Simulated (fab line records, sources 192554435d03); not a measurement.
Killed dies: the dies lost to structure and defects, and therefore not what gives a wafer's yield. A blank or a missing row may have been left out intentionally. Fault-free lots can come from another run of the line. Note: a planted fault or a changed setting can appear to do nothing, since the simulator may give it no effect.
Which of the tools did it? :: flow n5 finfet :: 8 lots with 24 wafers sampled at 5 steps, on a route of 1938 steps

== WHAT EACH GAUGE READ, for each wafer ==
N5_BEOL_M4_RC_MEAS_101.
lot: L899
measured: day 9 18:23
on: prober-02
IOFF_N_85C (nA/um): 3.2 2.9 3.1

lot: L900
measured: day 9 21:12
on: prober-01
IOFF_N_85C (nA/um): 2.8 2.6 3.3

lot: L901
measured: day 9 16:45
on: prober-01
IOFF_N_85C (nA/um): 3.0 3.2 2.7

lot: L902
measured: day 10 14:52
on: prober-02
IOFF_N_85C (nA/um): 2.9 3.3 2.9

lot: L905
measured: day 12 03:04
on: prober-02
IOFF_N_85C (nA/um): 2.7 2.6 2.9

lot: L908
measured: day 11 09:10
on: prober-01
IOFF_N_85C (nA/um): 3.1 3.2 3.2

lot: L910
measured: day 12 07:56
on: prober-01
IOFF_N_85C (nA/um): 3.0 3.1 2.7

lot: L918
measured: day 14 19:56
on: prober-01
IOFF_N_85C (nA/um): 4.6 5.4 3.4

== EACH LOT AND THE TOOL THAT RAN IT (in order: tool; ch and the chambers of the sampled wafers; start) ==
lot: L899
N5_HKMG_FIN_ALD_91: ald metal-02 ch 1,2,3, day 4 22:25
N5_HKMG_FIN_ETCH_86: rie diel-04 ch 1,2,3, day 4 22:45
N5_HKMG_FIN_STRIP_88: plasma asher-02 ch 0,1, day 4 23:00
N5_HKMG_FIN_STRIP_90: rie diel-04 ch 0,1,2, day 4 23:53

lot: L900
N5_HKMG_FIN_ALD_91: ald metal-01 ch 0,3, day 5 05:44
N5_HKMG_FIN_ETCH_86: rie diel-02 ch 1,2,3, day 5 06:04
N5_HKMG_FIN_STRIP_88: plasma asher-02 ch 0,1, day 5 06:19
N5_HKMG_FIN_STRIP_90: rie diel-02 ch 0,3, day 5 07:12

lot: L901
N5_HKMG_FIN_ALD_91: ald metal-02 ch 0,2,3, day 5 11:58
N5_HKMG_FIN_ETCH_86: rie diel-04 ch 1,2,3, day 5 12:29
N5_HKMG_FIN_STRIP_88: plasma asher-02 ch 0,1, day 5 12:51
N5_HKMG_FIN_STRIP_90: rie diel-02 ch 0,3, day 5 13:43

lot: L902
N5_HKMG_FIN_ALD_91: ald metal-03 ch 1,2, day 5 15:34
N5_HKMG_FIN_ETCH_86: rie diel-02 ch 1,3, day 5 15:54
N5_HKMG_FIN_STRIP_88: plasma asher-02 ch 0,1, day 5 16:09
N5_HKMG_FIN_STRIP_90: rie diel-05 ch 0,3, day 5 17:02

lot: L905
N5_HKMG_FIN_ALD_91: ald metal-03 ch 1,2, day 6 14:58
N5_HKMG_FIN_ETCH_86: rie diel-02 ch 0,1,2, day 6 15:18
N5_HKMG_FIN_STRIP_88: plasma asher-01 ch 0, day 6 15:34
N5_HKMG_FIN_STRIP_90: rie diel-05 ch 0,1,3, day 6 16:26

lot: L908
N5_HKMG_FIN_ALD_91: ald metal-03 ch 0,3, day 7 08:49
N5_HKMG_FIN_ETCH_86: rie diel-05 ch 0,3, day 7 09:10
N5_HKMG_FIN_STRIP_88: plasma asher-02 ch 0,1, day 7 09:25
N5_HKMG_FIN_STRIP_90: rie diel-02 ch 0,1,3, day 7 10:17

lot: L910
N5_HKMG_FIN_ALD_91: ald metal-01 ch 0,3, day 7 16:09
N5_HKMG_FIN_ETCH_86: rie diel-04 ch 0,1, day 7 16:29
N5_HKMG_FIN_STRIP_88: plasma asher-02 ch 0,1, day 7 16:44
N5_HKMG_FIN_STRIP_90: rie diel-04 ch 0,1,2, day 7 17:40

lot: L918
N5_HKMG_FIN_ALD_91: ald metal-01 ch 0,1,3, day 9 13:38
N5_HKMG_FIN_ETCH_86: rie diel-05 ch 1,2,3, day 9 13:58
N5_HKMG_FIN_STRIP_88: plasma asher-01 ch 0,1, day 9 14:14
N5_HKMG_FIN_STRIP_90: rie diel-04 ch 0,1,2, day 9 15:07
- N5_HKMG_FIN_ALD_91: deposits TiN, target thk 1 nm, pulse time 1 s, purge time 3 s.
- N5_HKMG_FIN_ETCH_86: etches SOC in N2/H2, stops on TiN, target depth 393.2 nm.
- N5_HKMG_FIN_STRIP_88: strips in N2/H2, time 360 s.
- N5_HKMG_FIN_STRIP_90: strips SOC in N2/H2, time 20 s.

== THE ANSWER, worked out from the rows above alone ==
Rule: the usual values come from the lots themselves. The widest of any qualifying gaps counts: lots, ordered by their means at a reading, are off when they make up no more than a third of the lots, leave a main group of 4 or more, and stand apart from it by 3 or more times the standard deviation of that group's means. Not used: any main group whose means are identical at the precision the tables above print for the reading. Also off: a lot with no number at a reading for which 4 or more lots have one. Any other lot the step has rows for is counted as sound.
Off: L918, seen at N5_BEOL_M4_RC_MEAS_101 (IOFF_N_85C). For the main group the mean is 3.0 nA/um and the standard deviation 0.13.
A tool fits if, at a process step before that reading, it ran every lot that is off, and no sound lot after the first of them. Those tools and the gauges at N5_BEOL_M4_RC_MEAS_101 are tried in the same way. Can't be told from this: 5 tools fit, ald metal-01 at N5_HKMG_FIN_ALD_91, rie diel-05 at N5_HKMG_FIN_ETCH_86, plasma asher-01 at N5_HKMG_FIN_STRIP_88, rie diel-04 at N5_HKMG_FIN_STRIP_90, prober-01 at N5_BEOL_M4_RC_MEAS_101.

== WHAT THE SIMULATOR HAD PUT IN ==
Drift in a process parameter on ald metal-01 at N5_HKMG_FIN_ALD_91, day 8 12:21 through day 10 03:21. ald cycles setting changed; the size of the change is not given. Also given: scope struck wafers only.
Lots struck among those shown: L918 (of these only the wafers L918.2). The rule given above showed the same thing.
